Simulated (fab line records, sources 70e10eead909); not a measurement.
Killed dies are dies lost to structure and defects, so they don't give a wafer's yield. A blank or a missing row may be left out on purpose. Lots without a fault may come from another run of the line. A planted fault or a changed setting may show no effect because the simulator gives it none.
Problem report in the 8D (eight disciplines) form, filled by code | flow nand_harc | the parts of the form that need people (team, actions taken, sign-off) are left out

1. THE PROBLEM
run_length_s at NHARC_A_CHANNEL_HOLE_D1_ETCH_34 reads a mean of 87.0 s on 1 wafer of 1 lot; wafers without a fault read 98.0 s with a standard deviation of 0.53. That is -21 standard deviations from the usual mean.
The step: etches the open film in CF4/CHF3, target depth 154 nm, time 77 s.
First seen on wafer L165.3, day 15 20:38, on rie_diel-06. The record holds 39 wafers of 13 lots with a number at this step. Rule for "out", or "out of limits": more than 4 standard deviations from the usual mean. The other wafers with a number count as sound.

2. WHAT IT IS AND WHAT IT IS NOT
question                    | is                | is not
which readings at this step | run_length_s      | chf3_flow_sccm, drypump_motor_current_A, mfc_ar_sccm, oes_product_au, rf_vpp_V, showerhead_plenum_p_Torr, throttle_valve_pct
which lots                  | L165              | L148, L149, L150, L151, L153, L154, L156, L159, L166, L168, L169, L171
which wafers of those lots  | L165.3            | L165.5, L165.6
read on which tools         | rie_diel-06       | rie_diel-02, rie_diel-05
when                        | from day 15 20:38 | up to then (26 sound wafers); but 12 sound wafers of L166, L168, L169, L171 came after

3. SUSPECTS, AND WHAT RULES EACH OUT
Counting: a tool at a process step up to the reading stays a suspect if it ran every lot that is out. Sound lots after the first of them don't rule it out here, since some wafers of a struck lot are sound.
- rie_diel-06 at NHARC_A_CHANNEL_HOLE_D1_DESCUM_15 (chemistry O2, time 3 s): kept. It ran the lot that is out, L165 (day 15 20:13); its last sound lot up to then is L159 (day 13 05:42).
- rie_diel-06 at NHARC_A_CHANNEL_HOLE_D1_ETCH_34 (etches the open film in CF4/CHF3, target depth 154 nm, time 77 s): kept. It ran the lot that is out, L165 (day 15 20:38); its last sound lot up to then is L159 (day 13 06:07). Its own readings are out on those wafers: run_length_s.
- Within rie_diel-06 at NHARC_A_CHANNEL_HOLE_D1_DESCUM_15: the wafers that are out ran in chamber 0; their sound lot-mates ran in chambers 1, 2.
- Within rie_diel-06 at NHARC_A_CHANNEL_HOLE_D1_ETCH_34: the wafers that are out ran in chamber 0; their sound lot-mates ran in chambers 1, 2.
Left after counting: rie_diel-06 at NHARC_A_CHANNEL_HOLE_D1_DESCUM_15, rie_diel-06 at NHARC_A_CHANNEL_HOLE_D1_ETCH_34.

4. THE CAUSE (what the simulator had put in)
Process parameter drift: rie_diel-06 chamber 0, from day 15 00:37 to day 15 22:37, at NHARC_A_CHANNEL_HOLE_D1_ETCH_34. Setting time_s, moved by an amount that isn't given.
Counting left 2 suspects, and this tool is among them.

5. THE CHAIN OF EFFECTS, in route order
Each row: a reading whose mean over the struck wafers that have a number lies more than 3 standard deviations from the usual. Only readings for which the record gives a usual standard deviation are gone through. hours: the time from each lot's start at the first step in this table that gives one to its start at this step, as a median over the lots. sigmas: the change in usual standard deviations.
hours | step                            | reading      | usual  | on struck wafers | change | sigmas
0     | NHARC_A_CHANNEL_HOLE_D1_ETCH_34 | run_length_s | 98.0 s | 87.0             | -11.0  | -21
The process steps in it:
- NHARC_A_CHANNEL_HOLE_D1_ETCH_34: etches the open film in CF4/CHF3, target depth 154 nm, time 77 s.

6. WHAT WOULD HAVE CAUGHT IT SOONER
In this record the first reading out of limits was taken at day 15 20:38, 20 hours after the fault began at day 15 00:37.
